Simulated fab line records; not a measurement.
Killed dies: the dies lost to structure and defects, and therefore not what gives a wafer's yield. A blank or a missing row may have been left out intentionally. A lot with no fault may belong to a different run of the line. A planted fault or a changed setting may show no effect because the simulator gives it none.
fab line records	flow n5Finfet	part 1 of 2: steps 1 to 7 of 8
record lots=12	wafers=36	lastDay=15
route steps=1938 shown BEOL_M9@1424 BEOL_M15@1830
lots that met no fault: from a run of the same line without faults
startH: hours from the record's first day to the start of the lot's first wafer shown	waitH: how many hours have passed since the lot's step before this one	" same as the row above	L1.1+2: one row covering several wafers at once	- no value, or no start given	* or withheld: withheld	< > ~ a bound
route shown NAME@n: NAME is a module with steps in the file, n the number in the route of the first one	usual: the fault-free wafers' mean and standard deviation	same: alike in all rows	chamber/n: place in a boat	sites: per-site readings	_std_site: how widely they spread, as a standard deviation	_edge_site: inner sites' mean taken away from outer sites' mean	radiusMm: how far each site lies from the wafer's centre	mask NAME#n: copy n	behind: the most recent tool/chamber to have shaped the wafer	hold: reason for holding the lot/hours on hold/outcome of the hold	device: which transistor (n, p or np) failed to switch	end of line: at the end of the route, the tests of the same wafers	step lacking rows: just its recipe	killed: count of dies lost to structure and defects at first sort (not the wafer's yield)	map: a wafer's dies, x killed, . not, _ none there
set.NAME: setting as actually run; set.NAME@STEP: the setting as run at that earlier step	model.NAME: the simulator's own value behind a step, which no gauge read
a sample of lots followed through the steps of the route, with each step as a table and each wafer as a row
services: from which hour (startH, from the record's first day; less than 0 if before it) a tool's chamber was out of use, for how many hours, and why
## steps
# step N5_BEOL_M9_CD_MEAS_18
# recipe pitchNm=140	targetCdNm=70
# usual cdNm=70.3/0.79
lot.wafer	tool	chamber	startH	waitH	cdNm
L739.1	cdSem-03	-	196.92	0.0	70.6
L739.2	"	-	"	"	69.9
L739.4	"	-	"	"	69.8
L741.1	cdSem-02	-	211.75	0.0	70.5
L741.2	"	-	"	"	71.1
L741.4	"	-	"	"	70.1
L740.3	cdSem-03	-	216.42	0.1	70.3
L740.4	"	-	"	"	70.4
L740.6	"	-	"	"	70.0
L742.1	cdSem-01	-	224.18	0.0	70.7
L742.2	"	-	"	"	71.4
L742.5	"	-	"	"	71.2
L743.2	cdSem-03	-	229.77	0.1	71.7
L743.3	"	-	"	"	70.8
L743.5	"	-	"	"	70.0
L744.1	cdSem-01	-	235.82	0.0	69.7
L744.2	"	-	"	"	69.4
L744.6	"	-	"	"	71.4
L745.1	cdSem-03	-	241.95	0.0	69.7
L745.2	"	-	"	"	70.4
L745.4	"	-	"	"	70.7
L747.1	cdSem-02	-	248.38	0.0	70.2
L747.2	"	-	"	"	70.5
L747.6	"	-	"	"	70.4
L749.2	cdSem-02	-	263.58	0.1	68.8
L749.4	"	-	"	"	70.1
L749.5	"	-	"	"	70.3
L752.1	cdSem-03	-	285.33	0.0	69.6
L752.4	"	-	"	"	68.6
L752.5	"	-	"	"	69.6
L754.3	cdSem-02	-	290.66	0.1	71.3
L754.4	"	-	"	"	69.9
L754.6	"	-	"	"	70.8
L753.1	cdSem-02	-	293.54	0.0	69.4
L753.3	"	-	"	"	69.1
L753.6	"	-	"	"	69.2
# step N5_BEOL_M9_ETCH_66
# recipe chemistry=N2/H2	target=SOC	targetDepthA=800	overetchA=160	maskMaterial=SiARC	tempC=40	timeS=120	ionEnergyEv=200	pressureMtorr=30	sourceW=840	biasW=150	n2FlowSccm=200	h2FlowSccm=200
# usual drypumpMotorCurrentA=5.5/0.41	oesProductAu=0.60/0.05	rfVppV=523.9/2.8	runLengthS=143.5/0.57	showerheadPlenumPTorr=2.54/0.1	throttleValvePct=17.73/0.23	timeS=120/0
lot.wafer	tool	chamber	startH	waitH	drypumpMotorCurrentA	oesProductAu	rfHoursCounterH	rfVppV	runLengthS	showerheadPlenumPTorr	throttleValvePct	timeS
L739.1	rieDiel-06	1	197.47	0.0	4.7	0.52	238	522.6	144.5	2.49	17.78	120
L739.2	"	0	"	"	5.7	0.70	19	525.7	142.3	2.60	17.50	120
L739.4	"	2	"	"	5.4	0.62	95	526.9	143.0	2.67	17.68	120
L741.1	rieDiel-06	1	214.37	0.0	4.7	0.52	243	522.1	144.3	2.49	17.79	120
L741.2	"	0	"	"	5.7	0.70	24	525.8	142.3	2.60	17.50	120
L741.4	"	3	"	"	5.9	0.60	150	518.1	143.8	2.33	17.42	120
L740.3	rieDiel-06	0	218.37	0.0	5.7	0.71	25	524.9	142.4	2.60	17.51	120
L740.4	"	3	"	"	5.9	0.59	151	517.0	144.0	2.33	17.42	120
L740.6	"	0	"	"	5.6	0.70	-	524.1	142.5	2.60	17.51	120
L742.1	rieDiel-05	2	226.77	0.0	5.1	0.63	80	526.5	143.4	2.69	17.74	120
L742.2	"	0	"	"	6.0	0.64	82	524.7	144.0	2.58	17.72	120
L742.5	"	0	"	"	6.0	0.63	-	524.8	143.7	2.58	17.73	120
L743.2	rieDiel-02	3	230.29	0.0	5.5	0.57	163	526.9	144.6	2.66	18.07	120
L743.3	"	0	"	"	5.1	0.56	185	523.3	142.7	2.51	17.68	120
L743.5	"	0	"	"	5.0	0.56	-	524.2	143.0	2.51	17.66	120
L744.1	rieDiel-02	3	236.99	0.0	5.5	0.56	166	526.3	144.3	2.66	18.06	120
L744.2	"	2	"	"	5.9	0.55	217	523.8	143.6	2.50	17.94	120
L744.6	"	2	"	"	5.9	0.55	-	524.8	143.2	2.50	17.94	120
L745.1	rieDiel-02	2	242.60	0.0	5.9	0.55	218	523.7	143.3	2.50	17.92	120
L745.2	"	0	"	"	5.1	0.56	189	523.5	142.7	2.51	17.67	120
L745.4	"	1	"	"	6.0	0.58	165	520.5	143.6	2.42	17.47	120
L747.1	rieDiel-02	2	248.88	0.0	5.9	0.55	221	522.8	143.2	2.50	17.94	120
L747.2	"	3	"	"	5.5	0.57	170	525.7	143.9	2.65	18.06	120
L747.6	"	0	"	"	5.0	0.55	-	524.0	143.0	2.51	17.66	120
L749.2	rieDiel-02	3	264.84	0.0	5.5	0.55	175	525.8	143.8	2.65	18.07	120
L749.4	"	0	"	"	5.1	0.55	196	522.4	142.8	2.50	17.68	120
L749.5	"	2	"	"	5.9	0.54	-	523.3	143.5	2.50	17.95	120
L752.1	rieDiel-05	0	287.36	0.0	6.1	0.62	101	523.5	144.0	2.57	17.75	120
L752.4	"	1	"	"	5.8	0.65	72	525.7	142.9	2.60	18.11	120
L752.5	"	2	"	"	5.1	0.61	-	528.2	143.4	2.69	17.76	120
L754.3	rieDiel-02	2	291.34	0.0	5.9	0.55	236	523.9	143.5	2.49	17.98	120
L754.4	"	0	"	"	5.1	0.56	205	523.4	143.0	2.50	17.70	120
L754.6	"	3	"	"	5.5	0.56	-	525.8	143.8	2.65	18.09	120
L753.1	rieDiel-06	0	295.96	0.0	5.7	0.67	52	525.4	142.1	2.59	17.57	120
L753.3	"	2	"	"	5.4	0.59	127	528.4	143.2	2.66	17.75	120
L753.6	"	1	"	"	4.7	0.70	-	521.8	143.9	2.48	17.37	120
# step N5_BEOL_M9_TRENCH_ETCH_37
# recipe chemistry=C4F6/O2	targetDepthA=1514.3	target=SiCOH_lowk	timeS=49	ionEnergyEv=250	pressureMtorr=30	sourceW=345	biasW=185	Ar_flow_sccm=300	C4F6_flow_sccm=10	O2_flow_sccm=10
# usual drypumpMotorCurrentA=5.5/0.41	oesProductAu=0.78/0.067	rfVppV=652/21	runLengthS=72.5/0.56	showerheadPlenumPTorr=2.85/0.096	throttleValvePct=20.85/0.15	timeS=49/0
lot.wafer	tool	chamber	startH	waitH	drypumpMotorCurrentA	oesProductAu	rfHoursCounterH	rfVppV	runLengthS	showerheadPlenumPTorr	throttleValvePct	timeS
L739.1	rieDiel-06	1	197.67	-	4.7	0.67	238	627	72.9	2.81	20.97	49
L739.2	"	0	"	"	5.7	0.93	19	673	71.3	2.91	20.68	49
L739.4	"	2	"	"	5.4	0.83	95	649	72.5	2.98	20.76	49
L741.1	rieDiel-06	1	214.58	-	4.7	0.67	243	629	73.5	2.80	20.98	49
L741.2	"	0	"	"	5.7	0.92	24	673	71.4	2.90	20.71	49
L741.4	"	3	"	"	5.9	0.78	150	631	72.7	2.64	20.66	49
L740.3	rieDiel-06	0	218.57	-	5.6	0.91	25	674	71.4	2.90	20.71	49
L740.4	"	3	"	"	5.9	0.77	151	631	73.2	2.64	20.62	49
L740.6	"	0	"	"	5.6	0.92	-	673	71.5	2.90	20.68	49
L742.1	rieDiel-05	2	226.97	-	5.1	0.82	80	679	72.6	2.97	20.68	49
L742.2	"	0	"	"	6.0	0.81	83	669	72.7	2.87	20.80	49
L742.5	"	0	"	"	6.0	0.81	-	670	72.7	2.87	20.81	49
L743.2	rieDiel-02	3	230.49	-	5.5	0.72	164	646	73.2	2.95	20.93	49
L743.3	"	0	"	"	5.1	0.72	185	685	71.8	2.85	21.02	49
L743.5	"	0	"	"	5.1	0.73	-	685	72.3	2.85	21.00	49
L744.1	rieDiel-02	3	237.19	-	5.4	0.74	166	644	73.2	2.95	20.93	49
L744.2	"	2	"	"	5.9	0.71	217	638	72.2	2.80	20.99	49
L744.6	"	2	"	"	5.9	0.70	-	639	72.2	2.80	21.00	49
L745.1	rieDiel-02	2	242.81	-	5.9	0.70	218	638	72.3	2.80	21.01	49
L745.2	"	0	"	"	5.0	0.71	189	685	72.3	2.85	21.02	49
L745.4	"	1	"	"	6.0	0.75	165	629	73.3	2.74	20.75	49
L747.1	rieDiel-02	2	249.09	-	5.9	0.70	221	638	72.5	2.79	21.01	49
L747.2	"	3	"	"	5.5	0.73	170	642	72.9	2.95	20.93	49
L747.6	"	0	"	"	5.1	0.73	-	683	72.3	2.85	21.04	49
L749.2	rieDiel-02	3	265.05	-	5.5	0.73	175	644	73.1	2.95	20.96	49
L749.4	"	0	"	"	5.1	0.73	196	686	72.2	2.85	21.02	49
L749.5	"	2	"	"	5.9	0.70	-	639	72.8	2.79	21.01	49
L752.1	rieDiel-05	0	287.56	-	6.0	0.80	101	669	61.1	2.86	20.83	34.3
L752.4	"	1	"	"	5.8	0.84	72	647	60.8	2.91	21.15	34.3
L752.5	"	2	"	"	5.1	0.80	-	681	61.4	2.96	20.71	34.3
L754.3	rieDiel-02	2	291.54	-	5.9	0.69	236	637	60.5	2.79	21.03	34.3
L754.4	"	0	"	"	5.1	0.71	205	685	60.4	2.84	21.03	34.3
L754.6	"	3	"	"	5.5	0.72	-	645	61.2	2.94	20.97	34.3
L753.1	rieDiel-06	0	296.16	-	5.7	0.87	52	673	59.4	2.89	20.75	34.3
L753.3	"	2	"	"	5.4	0.80	127	646	60.5	2.97	20.82	34.3
L753.6	"	1	"	"	4.7	0.93	-	629	61.4	2.80	20.64	34.3
# step N5_BEOL_M9_OCD_MEAS_38
# usual trenchDepthNm=150/3.2
lot.wafer	tool	chamber	startH	waitH	trenchDepthNm
L739.1	ocd-02	-	197.85	-	146
L739.2	"	-	"	"	151
L739.4	"	-	"	"	157
L741.1	ocd-01	-	214.75	-	148
L741.2	"	-	"	"	151
L741.4	"	-	"	"	151
L740.3	ocd-02	-	218.75	-	150
L740.4	"	-	"	"	151
L740.6	"	-	"	"	152
L742.1	ocd-01	-	227.15	-	151
L742.2	"	-	"	"	149
L742.5	"	-	"	"	148
L743.2	ocd-01	-	230.67	-	148
L743.3	"	-	"	"	149
L743.5	"	-	"	"	150
L744.1	ocd-01	-	237.36	-	149
L744.2	"	-	"	"	147
L744.6	"	-	"	"	146
L745.1	ocd-02	-	242.98	-	146
L745.2	"	-	"	"	148
L745.4	"	-	"	"	149
L747.1	ocd-02	-	249.26	-	147
L747.2	"	-	"	"	151
L747.6	"	-	"	"	152
L749.2	ocd-02	-	265.22	-	151
L749.4	"	-	"	"	150
L749.5	"	-	"	"	147
L752.1	ocd-01	-	287.74	-	105
L752.4	"	-	"	"	104
L752.5	"	-	"	"	105
L754.3	ocd-02	-	291.72	-	102
L754.4	"	-	"	"	106
L754.6	"	-	"	"	104
L753.1	ocd-02	-	296.34	-	105
L753.3	"	-	"	"	111
L753.6	"	-	"	"	107
# step N5_BEOL_M9_CURE_72
# recipe tempC=370	timeS=120	ambient=DMADMS/He	material=SiCOH_lowk
# usual lampPowerPct=52.32/0.058	wafer_temp_C_max=371.6/0.49
lot.wafer	tool	chamber	startH	waitH	lampPowerPct	wafer_temp_C_max
L739.1	uvCure-03	2	198.04	0.0	52.31	371.5
L739.2	"	2	"	"	52.29	371.8
L739.4	"	2	"	"	52.29	371.3
L741.1	uvCure-03	0	214.95	0.0	52.38	371.3
L741.2	"	0	"	"	52.23	371.0
L741.4	"	0	"	"	52.24	371.1
L740.3	uvCure-02	2	219.04	0.1	52.32	371.7
L740.4	"	2	"	"	52.28	372.1
L740.6	"	2	"	"	52.27	372.4
L742.1	uvCure-02	1	227.35	0.0	52.30	371.3
L742.2	"	1	"	"	52.34	371.3
L742.5	"	1	"	"	52.37	371.0
L743.2	uvCure-01	1	230.91	0.1	52.25	370.8
L743.3	"	1	"	"	52.36	371.2
L743.5	"	1	"	"	52.33	371.2
L744.1	uvCure-01	2	237.57	0.0	52.32	371.9
L744.2	"	2	"	"	52.32	371.7
L744.6	"	2	"	"	52.31	371.7
L745.1	uvCure-02	0	243.18	0.0	52.33	370.9
L745.2	"	0	"	"	52.42	371.5
L745.4	"	0	"	"	52.31	371.4
L747.1	uvCure-02	1	249.46	0.0	52.26	370.8
L747.2	"	1	"	"	52.29	371.0
L747.6	"	1	"	"	52.44	371.1
L749.2	uvCure-01	2	265.48	0.1	52.36	371.5
L749.4	"	2	"	"	52.34	372.3
L749.5	"	2	"	"	52.35	372.7
L752.1	uvCure-02	2	287.93	0.0	52.34	372.3
L752.4	"	2	"	"	52.31	372.0
L752.5	"	2	"	"	52.40	372.6
L754.3	uvCure-01	0	292.01	0.1	52.33	371.7
L754.4	"	0	"	"	52.21	371.8
L754.6	"	0	"	"	52.27	371.5
L753.1	uvCure-03	0	296.53	0.0	52.26	371.3
L753.3	"	0	"	"	52.34	371.9
L753.6	"	0	"	"	52.24	372.0
# step N5_BEOL_M9_THK_MEAS_53
# recipe thkMeasGauge=xrf	reads=Cu_of_BEOL_M9_ECD_50
# usual M9_THK=139/3.6
lot.wafer	tool	chamber	startH	waitH	M9_THK[nm]
L739.1	filmMetro-02	-	201.30	-	136
L739.2	"	-	"	"	140
L739.4	"	-	"	"	147
L741.1	filmMetro-02	-	217.24	-	134
L741.2	"	-	"	"	138
L741.4	"	-	"	"	138
L740.3	filmMetro-01	-	221.34	-	139
L740.4	"	-	"	"	139
L740.6	"	-	"	"	140
L742.1	filmMetro-02	-	229.85	-	138
L742.2	"	-	"	"	138
L742.5	"	-	"	"	135
L743.2	filmMetro-01	-	234.72	-	139
L743.3	"	-	"	"	137
L743.5	"	-	"	"	141
L744.1	filmMetro-01	-	241.69	-	138
L744.2	"	-	"	"	137
L744.6	"	-	"	"	135
L745.1	filmMetro-01	-	245.27	-	133
L745.2	"	-	"	"	137
L745.4	"	-	"	"	139
L747.1	filmMetro-01	-	252.24	-	138
L747.2	"	-	"	"	142
L747.6	"	-	"	"	144
L749.2	filmMetro-02	-	267.54	-	140
L749.4	"	-	"	"	141
L749.5	"	-	"	"	135
L752.1	filmMetro-01	-	290.19	-	93
L752.4	"	-	"	"	93
L752.5	"	-	"	"	93
L754.3	filmMetro-02	-	294.32	-	90
L754.4	"	-	"	"	94
L754.6	"	-	"	"	93
L753.1	filmMetro-01	-	298.65	-	93
L753.3	"	-	"	"	100
L753.6	"	-	"	"	96
# step N5_BEOL_M9_RS_MEAS_57
# recipe thkMeasGauge=four-point-probe	reads=Cu_of_BEOL_M9_ECD_50+Co_of_BEOL_M9_CVD_78+TaN_of_BEOL_M9_ALD_74
# usual M9_RS=0.153/0.0042
lot.wafer	tool	chamber	startH	waitH	M9_RS[ohm/sq]
L739.1	filmMetro-02	-	201.43	0.1	0.158
L739.2	"	-	"	"	0.152
L739.4	"	-	"	"	0.145
L741.1	filmMetro-02	-	217.37	0.1	0.159
L741.2	"	-	"	"	0.153
L741.4	"	-	"	"	0.153
L740.3	filmMetro-02	-	221.47	0.1	0.153
L740.4	"	-	"	"	0.152
L740.6	"	-	"	"	0.151
L742.1	filmMetro-02	-	230.02	0.1	0.153
L742.2	"	-	"	"	0.152
L742.5	"	-	"	"	0.156
L743.2	filmMetro-01	-	234.86	0.1	0.154
L743.3	"	-	"	"	0.156
L743.5	"	-	"	"	0.150
L744.1	filmMetro-01	-	241.86	0.1	0.153
L744.2	"	-	"	"	0.156
L744.6	"	-	"	"	0.158
L745.1	filmMetro-01	-	245.40	0.1	0.159
L745.2	"	-	"	"	0.155
L745.4	"	-	"	"	0.152
L747.1	filmMetro-02	-	252.38	0.1	0.155
L747.2	"	-	"	"	0.151
L747.6	"	-	"	"	0.149
L749.2	filmMetro-02	-	267.68	0.1	0.152
L749.4	"	-	"	"	0.150
L749.5	"	-	"	"	0.159
L752.1	filmMetro-02	-	290.32	0.1	0.238
L752.4	"	-	"	"	0.239
L752.5	"	-	"	"	0.237
L754.3	filmMetro-01	-	294.45	0.1	0.250
L754.4	"	-	"	"	0.236
L754.6	"	-	"	"	0.239
L753.1	filmMetro-01	-	298.84	0.1	0.239
L753.3	"	-	"	"	0.220
L753.6	"	-	"	"	0.233
## key
firstSign step=N5_BEOL_M9_TRENCH_ETCH_37	reading=timeS	direction=down	sigmas=99+	usual=*	struck=*
effect step=N5_BEOL_M9_TRENCH_ETCH_37	reading=runLengthS	direction=down	sigmas=21	usual=*	struck=*
effect step=N5_BEOL_M9_OCD_MEAS_38	reading=trenchDepthNm	direction=down	sigmas=14	usual=150	struck=105
effect step=N5_BEOL_M9_THK_MEAS_53	reading=M9_THK	direction=down	sigmas=12	usual=139	struck=94
effect step=N5_BEOL_M9_RS_MEAS_57	reading=M9_RS	direction=up	sigmas=20	usual=0.153	struck=0.237
effect step=N5_BEOL_M15_RC_MEAS_101	reading=SERP_M9	direction=up	sigmas=19	usual=3.09	struck=4.82
metAt N5_BEOL_M9_TRENCH_ETCH_37
struckLots L752,L753,L754
sortLeftOut L752.1,L752.4,L752.5,L753.1,L753.3,L753.6,L754.3,L754.4,L754.6
notActingAt N5_BEOL_M9_CD_MEAS_18,N5_BEOL_M9_ETCH_66,N5_BEOL_M9_CURE_72
onsetBetween 265.05 287.56
fault kind=recipeVersionSkew	tool=rieDiel-02,rieDiel-05,rieDiel-06	chamber=-	onsetH=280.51	steps=N5_BEOL_M9_TRENCH_ETCH_37	wrongRecipe.timeS=*
# sortLeftOut: the simulated sort isn't trusted on such a fault, so these wafers' sort isn't shown, and their yield isn't known
